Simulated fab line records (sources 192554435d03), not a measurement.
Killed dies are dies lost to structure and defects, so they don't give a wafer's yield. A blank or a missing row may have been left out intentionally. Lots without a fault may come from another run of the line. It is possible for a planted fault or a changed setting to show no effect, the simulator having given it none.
fab line records | flow n5Finfet
[record] lots = 9 wafers = 27 lastDay = 18
route steps=1938 shown BEOL_M0_SAQP@668 BEOL_M4@1111 PASSIVATION@1936
lots that met no fault: taken from a fault-free run of the same line
startH: hours from the record's opening day to when the first of the lot's shown wafers began | waitH: hours from the lot's prior step to this one | " unchanged from the row above | L1.1+2: a row that stands for several wafers | - value missing, or start not given | * or withheld: withheld | < > ~ a bound
route shown NAME@n: names a module that has steps shown in the file, with the first one's number in the route | usual: average and standard deviation across the fault-free wafers | same: alike in all rows | chamber/n: place in a boat | sites: readings site by site | _std_site: the values' standard deviation | _edge_site: outer sites' mean less inner sites' | radiusMm: for every site, how far away it sits from the centre of the wafer | mask NAME#n: copy n | behind: the most recent tool/chamber to have shaped the wafer | hold: why the lot went on hold/how many hours it stayed there/how the hold came to an end | device: whichever transistor did not switch (one of n, p or np) | end of line: tests run on the same wafers once the route is complete | where a step has no rows: the recipe by itself | killed: dies that structure and defects cost at the first sort, which is not the same as the wafer's yield | map: per-die view of a wafer (x killed, . not killed, _ where there is no die)
set.NAME: the setting that was run; set.NAME@STEP: the one run at that earlier step | model.NAME: the simulator's own value behind a step, which no gauge read
steps of the route over a sample of lots; a table a step, a row a wafer
services: from which hour (startH, from the record's first day; less than 0 if before it) a tool's chamber was out of use, for how many hours, and why
[[steps]]
[step N5_BEOL_M0_SAQP_ETCH_102]
[recipe] chemistry = CF4 target = SiO2 targetDepthA = 40 ionEnergyEv = 350 timeS = 4.4 pressureMtorr = 10 icpW = 800 biasW = 400 cf4FlowSccm = 80
[usual] drypumpMotorCurrentA = 5.6/0.38 oesProductAu = 1.005/0.014 throttleValvePct = 21.75/0.21
// columns lot.wafer tool chamber startH waitH drypumpMotorCurrentA oesProductAu rfHoursCounterH throttleValvePct
L864.1 rieSi-03 0 128.34 0.1 5.1 0.993 3 22.06
L864.4 " 3 " " 5.5 1.009 94 21.54
L864.5 " 0 " " 5.1 1.005 - 22.06
L867.1 rieSi-06 1 147.66 0.1 5.7 0.990 122 21.90
L867.4 " 2 " " 5.6 0.981 157 21.40
L867.6 " 3 " " 6.3 1.001 - 21.92
L869.3 rieSi-02 2 164.70 0.1 6.3 1.020 95 21.81
L869.4 " 1 " " 5.6 1.006 151 21.69
L869.6 " 0 " " 5.7 1.029 - 21.71
L871.1 rieSi-02 0 175.03 0.1 5.7 1.017 8 21.70
L871.4 " 0 " " 5.6 1.008 - 21.72
L871.6 " 1 " " 5.6 1.002 - 21.68
L874.1 rieSi-02 1 195.18 0.1 5.6 1.012 152 21.67
L874.2 " 2 " " 6.3 1.021 95 21.79
L874.5 " 2 " " 6.3 1.014 - 21.79
L876.2 rieSi-03 1 203.25 0.1 5.2 1.017 152 21.63
L876.3 " 3 " " 5.5 1.015 95 21.56
L876.6 " 2 " " 5.2 0.991 - 21.46
L877.3 rieSi-03 2 209.48 0.1 5.1 0.978 148 21.48
L877.4 " 1 " " 5.2 1.017 152 21.63
L877.5 " 3 " " 5.5 1.016 - 21.57
L878.1 rieSi-02 2 212.42 0.1 6.3 1.023 96 21.79
L878.2 " 3 " " 5.4 1.005 93 22.14
L878.6 " 1 " " 5.5 1.009 - 21.69
L879.1 rieSi-02 3 220.89 0.1 5.4 1.004 93 22.12
L879.2 " 2 " " 6.3 1.024 96 21.81
L879.6 " 1 " " 5.5 1.014 - 21.68
[step N5_BEOL_M0_SAQP_CD_MEAS_29]
[recipe] targetCdNm = 14.4 landingEnergyEv = 1000 detector = seInlens
[usual] cdNm = 15.03/0.21
[same] landingEnergyEv = 1000
// columns lot.wafer tool chamber startH waitH cdNm
L864.1 cdSem-01 0 130.56 0.1 14.80
L864.4 " 0 " " 15.11
L864.5 " 0 " " 14.90
L867.1 cdSem-03 0 149.28 0.1 15.16
L867.4 " 0 " " 14.68
L867.6 " 0 " " 14.57
L869.3 cdSem-03 0 166.32 0.1 15.10
L869.4 " 0 " " 14.97
L869.6 " 0 " " 15.25
L871.1 cdSem-02 0 177.74 0.1 15.08
L871.4 " 0 " " 15.37
L871.6 " 0 " " 15.09
L874.1 cdSem-01 0 197.59 0.1 14.57
L874.2 " 0 " " 15.01
L874.5 " 0 " " 14.67
L876.2 cdSem-01 0 205.09 0.1 14.85
L876.3 " 0 " " 15.37
L876.6 " 0 " " 14.96
L877.3 cdSem-02 0 211.12 0.1 14.69
L877.4 " 0 " " 14.87
L877.5 " 0 " " 14.80
L878.1 cdSem-01 0 214.04 0.1 15.15
L878.2 " 0 " " 15.15
L878.6 " 0 " " 15.14
L879.1 cdSem-02 0 222.65 0.1 14.81
L879.2 " 0 " " 15.09
L879.6 " 0 " " 14.96
[step N5_BEOL_M0_SAQP_EXPOSE_37]
[recipe] maskId = M0_CUT1 na = 0.33 sourceShape = annular sigmaInner = 0.35 sigmaOuter = 0.8 polarization = unpolarized targetCdNm = 30 doseMj = 44.75
[usual] stageMsdNm = 0.842/0.028
// columns lot.wafer tool chamber startH waitH mask stageMsdNm
L864.1 euvScanner-01 0 130.86 - M0_CUT1#0 0.815
L864.4 " 0 " " M0_CUT1#0 0.816
L864.5 " 0 " " M0_CUT1#0 0.818
L867.1 euvScanner-01 0 149.45 - M0_CUT1#0 0.815
L867.4 " 0 " " M0_CUT1#0 0.814
L867.6 " 0 " " M0_CUT1#0 0.814
L869.3 euvScanner-01 0 166.50 - M0_CUT1#0 0.812
L869.4 " 0 " " M0_CUT1#0 0.809
L869.6 " 0 " " M0_CUT1#0 0.811
L871.1 euvScanner-01 0 178.04 - M0_CUT1#0 0.810
L871.4 " 0 " " M0_CUT1#0 0.809
L871.6 " 0 " " M0_CUT1#0 0.808
L874.1 euvScanner-01 0 197.90 - M0_CUT1#0 0.807
L874.2 " 0 " " M0_CUT1#0 0.808
L874.5 " 0 " " M0_CUT1#0 0.806
L876.2 euvScanner-01 0 205.40 - M0_CUT1#0 0.806
L876.3 " 0 " " M0_CUT1#0 0.808
L876.6 " 0 " " M0_CUT1#0 0.810
L877.3 euvScanner-02 0 211.44 - M0_CUT1#0 0.860
L877.4 " 0 " " M0_CUT1#0 0.856
L877.5 " 0 " " M0_CUT1#0 0.858
L878.1 euvScanner-02 0 214.21 - M0_CUT1#0 0.859
L878.2 " 0 " " M0_CUT1#0 0.856
L878.6 " 0 " " M0_CUT1#0 0.859
L879.1 euvScanner-02 0 222.82 - M0_CUT1#0 0.856
L879.2 " 0 " " M0_CUT1#0 0.857
L879.6 " 0 " " M0_CUT1#0 0.858
[step N5_BEOL_M0_SAQP_OVL_MEAS_41]
[recipe] pointsPerWafer = 522
[usual] M0_CUT1_OVL = -0.3/0.73
// columns lot.wafer tool chamber startH waitH M0_CUT1_OVL[nm]
L864.1 overlay-02 0 131.02 0.0 -1.4
L864.4 " 0 " " -0.5
L864.5 " 0 " " -0.5
L867.1 overlay-01 0 149.62 0.0 -0.3
L867.4 " 0 " " 0.2
L867.6 " 0 " " -0.9
L869.3 overlay-01 0 166.67 0.0 -1.0
L869.4 " 0 " " -0.2
L869.6 " 0 " " -0.9
L871.1 overlay-02 0 178.21 0.0 0.0
L871.4 " 0 " " -0.5
L871.6 " 0 " " -0.1
L874.1 overlay-01 0 198.06 0.0 12.7
L874.2 " 0 " " 12.9
L874.5 " 0 " " 12.3
L876.2 overlay-02 0 205.57 0.0 11.9
L876.3 " 0 " " 12.8
L876.6 " 0 " " 12.3
L877.3 overlay-01 0 211.60 0.0 -2.1
L877.4 " 0 " " -1.6
L877.5 " 0 " " -0.5
L878.1 overlay-01 0 214.37 0.0 -0.1
L878.2 " 0 " " 0.0
L878.6 " 0 " " -1.0
L879.1 overlay-02 0 222.98 0.0 -0.3
L879.2 " 0 " " -0.4
L879.6 " 0 " " 0.1
[step N5_BEOL_M0_SAQP_STRIP_75]
[recipe] chemistry = CF4 resist = SiARC powerW = 300 biasPowerW = 75 pressureMtorr = 50 cf4FlowSccm = 150 rfFrequencyHz = 6e+07
[usual] biasPowerW = 75.02/0.23 drypumpMotorCurrentA = 5.7/0.45 oesProductAu = 0.181/0.019 rfVppV = 271.3/1.7 showerheadPlenumPTorr = 1.80/0.062 throttleValvePct = 13.64/0.23
// columns lot.wafer tool chamber startH waitH biasPowerW drypumpMotorCurrentA oesProductAu rfHoursCounterH rfVppV showerheadPlenumPTorr throttleValvePct
L864.1 rieDiel-02 0 132.02 0.1 74.85 6.1 0.162 235 272.5 1.85 13.47
L864.4 " 2 " " 74.96 5.3 0.186 101 268.1 1.73 13.50
L864.5 " 3 " " 75.54 5.2 0.208 - 273.3 1.82 13.64
L867.1 rieDiel-06 2 150.66 0.1 74.85 6.1 0.222 4 273.1 1.84 13.56
L867.4 " 1 " " 75.19 6.5 0.176 165 270.8 1.77 13.87
L867.6 " 0 " " 75.30 5.2 0.179 - 268.2 1.67 13.77
L869.3 rieDiel-05 0 167.73 0.1 75.13 5.8 0.164 246 270.5 1.77 13.90
L869.4 " 3 " " 75.52 5.2 0.164 196 270.0 1.77 13.37
L869.6 " 0 " " 74.81 5.8 0.166 - 271.3 1.77 13.91
L871.1 rieDiel-06 0 180.18 0.1 75.27 5.2 0.175 121 268.0 1.66 13.81
L871.4 " 3 " " 75.00 6.0 0.164 197 269.5 1.72 13.89
L871.6 " 1 " " 74.88 6.5 0.178 - 270.7 1.77 13.86
L874.1 rieDiel-05 2 199.41 0.1 74.60 6.0 0.166 145 271.1 1.86 13.94
L874.2 " 1 " " 75.50 5.6 0.159 228 273.3 1.83 13.66
L874.5 " 1 " " 75.02 5.6 0.156 - 273.3 1.83 13.66
L876.2 rieDiel-02 3 206.90 0.1 74.75 5.2 0.197 46 271.0 1.82 13.71
L876.3 " 2 " " 75.14 5.3 0.181 122 270.0 1.72 13.55
L876.6 " 3 " " 74.98 5.2 0.202 - 271.1 1.82 13.70
L877.3 rieDiel-05 0 212.73 0.1 75.16 5.8 0.219 3 271.4 1.77 13.36
L877.4 " 1 " " 74.74 5.6 0.159 233 270.8 1.83 13.67
L877.5 " 1 " " 75.10 5.6 0.163 - 272.1 1.83 13.68
L878.1 rieDiel-02 3 215.61 0.1 74.74 5.2 0.207 50 271.8 1.82 13.69
L878.2 " 2 " " 75.16 5.3 0.184 127 269.4 1.72 13.55
L878.6 " 2 " " 75.27 5.3 0.177 - 269.9 1.72 13.55
L879.1 rieDiel-02 3 224.15 0.1 75.28 5.2 0.200 54 272.1 1.82 13.71
L879.2 " 2 " " 75.22 5.3 0.179 130 270.2 1.72 13.56
L879.6 " 3 " " 75.20 5.2 0.200 - 271.8 1.82 13.70
[step N5_BEOL_M4_RC_MEAS_101]
[usual] DIBL_N = 35.8/1.7 DIBL_P = 35.3/2 IOFF_N = 0.150/0.026 IOFF_P = 0.194/0.029 ION_N = 667/11 ION_P = 456/7.1 SS_N = 71.4/0.65 SS_P = 73.1/0.64 VT_N = 251/3 VT_P = -252/3.2
// columns lot.wafer tool chamber startH waitH DIBL_N[mV/V] DIBL_P[mV/V] IOFF_N[nA/um] IOFF_P[nA/um] ION_N[uA/um] ION_P[uA/um] SS_N[mV/dec] SS_P[mV/dec] VT_N[mV] VT_P[mV]
L864.1 prober-02 0 239.13 0.0 36.3 39.2 0.181 0.208 679 459 71.7 73.6 248 -252
L864.4 " 0 " " 35.5 38.0 0.148 0.189 659 453 72.0 73.9 249 -253
L864.5 " 0 " " 35.1 37.0 0.158 0.186 675 458 71.8 72.7 252 -253
L867.1 prober-02 0 260.43 0.0 34.8 34.4 0.118 0.165 659 450 70.4 72.9 254 -255
L867.4 " 0 " " 35.6 35.2 0.126 0.167 649 448 71.1 72.2 254 -256
L867.6 " 0 " " 34.6 33.4 0.110 0.152 638 445 70.9 72.4 257 -259
L869.3 prober-01 0 273.25 0.3 36.8 35.8 0.160 0.220 670 466 71.6 73.3 251 -246
L869.4 " 0 " " 36.0 34.6 0.148 0.216 672 463 71.1 73.3 250 -245
L869.6 " 0 " " 36.3 36.0 0.154 0.232 666 463 71.7 73.3 250 -246
L871.1 prober-02 0 276.82 0.0 33.9 32.9 0.124 0.169 660 451 71.0 72.6 254 -252
L871.4 " 0 " " 35.7 34.6 0.149 0.199 673 465 70.5 72.7 252 -251
L871.6 " 0 " " 36.5 34.1 0.156 0.182 665 450 70.8 72.6 251 -254
L874.1 prober-01 0 286.95 0.0 35.4 34.1 0.146 0.177 670 454 71.3 72.7 251 -253
L874.2 " 0 " " 36.5 35.8 0.153 0.193 656 447 72.2 72.5 251 -252
L874.5 " 0 " " 36.5 34.9 0.155 0.184 661 453 71.7 73.5 251 -252
L877.3 prober-01 0 313.59 0.3 34.5 34.0 0.121 0.179 650 454 71.1 73.7 254 -250
L877.4 " 0 " " 34.4 32.9 0.116 0.167 656 451 70.8 72.8 255 -255
L877.5 " 0 " " 36.1 35.3 0.143 0.204 668 455 71.9 72.8 253 -251
L876.2 prober-02 0 313.86 0.2 36.2 37.5 0.165 0.234 667 458 71.4 74.2 244 -247
L876.3 " 0 " " 37.0 36.5 0.162 0.206 678 464 71.6 73.9 249 -249
L876.6 " 0 " " 35.2 35.8 0.137 0.201 659 459 71.2 73.3 250 -250
L879.1 prober-02 0 327.20 0.0 36.4 34.8 0.156 0.168 648 436 72.4 73.4 254 -253
L879.2 " 0 " " 35.6 34.5 0.137 0.160 665 450 71.5 73.4 251 -254
L879.6 " 0 " " 38.0 37.2 0.190 0.194 679 455 72.3 74.3 248 -253
L878.1 prober-01 0 327.92 0.2 38.3 35.3 0.174 0.187 662 449 72.7 73.4 247 -253
L878.2 " 0 " " 34.6 32.8 0.125 0.152 664 457 70.5 71.7 250 -254
L878.6 " 0 " " 37.8 36.3 0.165 0.194 672 459 71.2 72.6 249 -252
[step N5_PASSIVATION_PROBE_49]
[usual] defectLimitedYield = 91.5/1.4 killed_at_M0_to_M3 = 34/11 killed_at_M4_up = 15/6 killedAtContacts = 11/5.9 killedAtFrontEnd = 37/11 killedAtOther = 3.6/2.9 killedDies = 101/17 killedOnRim = 13/4 killedOpen = 66/12 killedShort = 33/7.8 sort_bin_5_function = 5.0/0.97 sort_bin_6_memory = 3.2/0.65 sort_bin_8_speed = 0.02/0.2 sortNPass = 1079/17 sortYieldPct = 91.4/1.4
[same] grossDies = 1180 killedAtBackSide = 0 sort_bin_4_leakage[%] = 0
// columns lot.wafer tool chamber startH waitH defectLimitedYield[%] killed_at_M0_to_M3 killed_at_M4_up killedAtContacts killedAtFrontEnd killedAtOther killedDies killedOnRim killedOpen killedShort sort_bin_5_function[%] sort_bin_6_memory[%] sort_bin_8_speed[%] sortNPass sortYieldPct[%]
L871.1 prober-01 - 375.87 0.0 92.3 39 8 4 38 2 91 12 47 43 4.9 2.4 0 1089 92.3
L871.4 prober-01 - 376.02 0.2 92.3 25 8 8 47 3 91 9 65 24 4.4 2.9 0 1089 92.3
L871.6 prober-01 - 376.12 0.3 92.5 29 10 4 44 1 88 8 54 34 4.9 2.2 0 1092 92.5
L874.1 prober-01 - 392.37 0.0 0 1123 13 8 36 0 1180 152 63 37 49.8 3.0 0 0 0
L874.2 prober-01 - 392.42 0.1 0 1110 16 9 40 5 1180 152 55 32 50.7 2.7 0 0 0
L874.5 prober-01 - 392.57 0.2 0 1120 18 7 31 4 1180 152 69 32 49.3 2.9 0 0 0
// killed by level:class
L871.1 BEOL_M0_SAQP:geometricParticle:short=11 GATE_CUT:geometricParticle:short=10 BEOL_M3:geometricParticle:open=9 FIN_SAQP:geometricParticle:short=6 STI_FIN_REVEAL:geometricParticle:open=5 BEOL_M1:geometricParticle:open=5 MOL_CONTACT_COAG:geometricParticle:open=4 BEOL_M3:geometricParticle:short=4
L871.4 STI_FIN_REVEAL:geometricParticle:open=12 GATE_CUT:geometricParticle:short=8 MOL_CONTACT_COAG:geometricParticle:open=8 BEOL_M3:geometricParticle:open=7 STARTING-WAFER:geometricParticle:open=6 DUMMY_GATE:geometricParticle:open=5 BEOL_M4:geometricParticle:open=5 FIN_SAQP:geometricParticle:open=4
L871.6 STI_FIN_REVEAL:geometricParticle:open=11 FIN_SAQP:geometricParticle:open=7 GATE_CUT:geometricParticle:short=7 BEOL_M2:geometricParticle:short=7 BEOL_M3:geometricParticle:open=7 DUMMY_GATE:geometricParticle:open=5 ILD0:geometricParticle:short=5 BEOL_M2:geometricParticle:open=4
L874.1 BEOL_M0_SAQP:overlay=1079 BEOL_M0_SAQP:geometricParticle:short=19 STI_FIN_REVEAL:geometricParticle:open=10 BEOL_M0_SAQP:geometricParticle:open=9 BEOL_M1:geometricParticle:open=7 BEOL_M4:geometricParticle:open=7 DUMMY_GATE:geometricParticle:open=6 FIN_SAQP:geometricParticle:open=5
L874.2 BEOL_M0_SAQP:overlay=1093 STI_FIN_REVEAL:geometricParticle:open=8 BEOL_M4:geometricParticle:open=8 GATE_CUT:geometricParticle:short=7 MOL_CONTACT_COAG:geometricParticle:open=7 FIN_SAQP:geometricParticle:open=6 DUMMY_GATE:geometricParticle:open=4 GATE_CUT:geometricParticle:open=4
L874.5 BEOL_M0_SAQP:overlay=1077 BEOL_M4:geometricParticle:open=13 BEOL_M0_SAQP:geometricParticle:short=10 BEOL_M3:geometricParticle:open=10 BEOL_M2:geometricParticle:open=9 STI_FIN_REVEAL:geometricParticle:open=8 MOL_CONTACT_COAG:geometricParticle:open=6 BEOL_M0_SAQP:geometricParticle:open=6
[[services]]
// columns tool chamber startH hours kind
rieDiel-06 0 117.80 3.6 repair
euvScanner-02 - 119.53 1.0 pm
rieDiel-02 - 145.67 1.1 repair
euvScanner-01 - 156.98 1.0 pm
euvScanner-01 - 158.40 4.6 pm
rieSi-02 3 174.52 23.4 repair
euvScanner-02 - 175.68 1.0 pm
rieSi-02 0 175.83 7.0 repair
euvScanner-01 0 177.06 - calibration
rieDiel-06 3 177.16 1.4 repair
rieDiel-05 0 186.26 - clean
rieDiel-05 0 186.26 - consumableReplace:focusRing
rieDiel-05 0 186.26 17.9 scheduledDown
rieDiel-06 1 192.14 6.6 repair
euvScanner-01 - 192.34 1.8 repair
rieSi-02 0 193.10 3.9 repair
rieDiel-02 0 198.85 - clean
rieDiel-02 0 198.85 - consumableReplace:focusRing
rieDiel-02 0 198.85 22.0 scheduledDown
rieDiel-02 0 198.85 22.0 ventCycle
rieDiel-06 3 210.04 5.9 repair
euvScanner-01 - 213.13 1.0 pm
rieDiel-05 - 215.11 2.8 pm
rieSi-06 - 218.94 2.8 pm
[[key]]
[firstSign] step = N5_BEOL_M0_SAQP_OVL_MEAS_41 reading = M0_CUT1_OVL direction = up sigmas = 17 usual = -0.3 struck = 12.5
[effect] step = N5_PASSIVATION_PROBE_49 reading = killed_at_M0_to_M3 direction = up sigmas = 99+ usual = 34 struck = 1118
[moreKillsBornAt] N5_BEOL_M0_SAQP_EXPOSE_37@euvScanner-01 = 3249
metAt N5_BEOL_M0_SAQP_EXPOSE_37
struckLots L874,L876
rowsEnd L876.2,L876.3,L876.6
notActingAt N5_BEOL_M0_SAQP_ETCH_102,N5_BEOL_M0_SAQP_CD_MEAS_29,N5_BEOL_M0_SAQP_STRIP_75
onsetBetween 178.04 197.90
[fault] kind = scannerMatchingOverlay tool = euvScanner-01 chamber = - onsetH = 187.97 steps = N5_BEOL_M0_SAQP_EXPOSE_37 offset = 12.89
// rowsEnd: these wafers met a further fault down the route, and their rows from its step on are left out
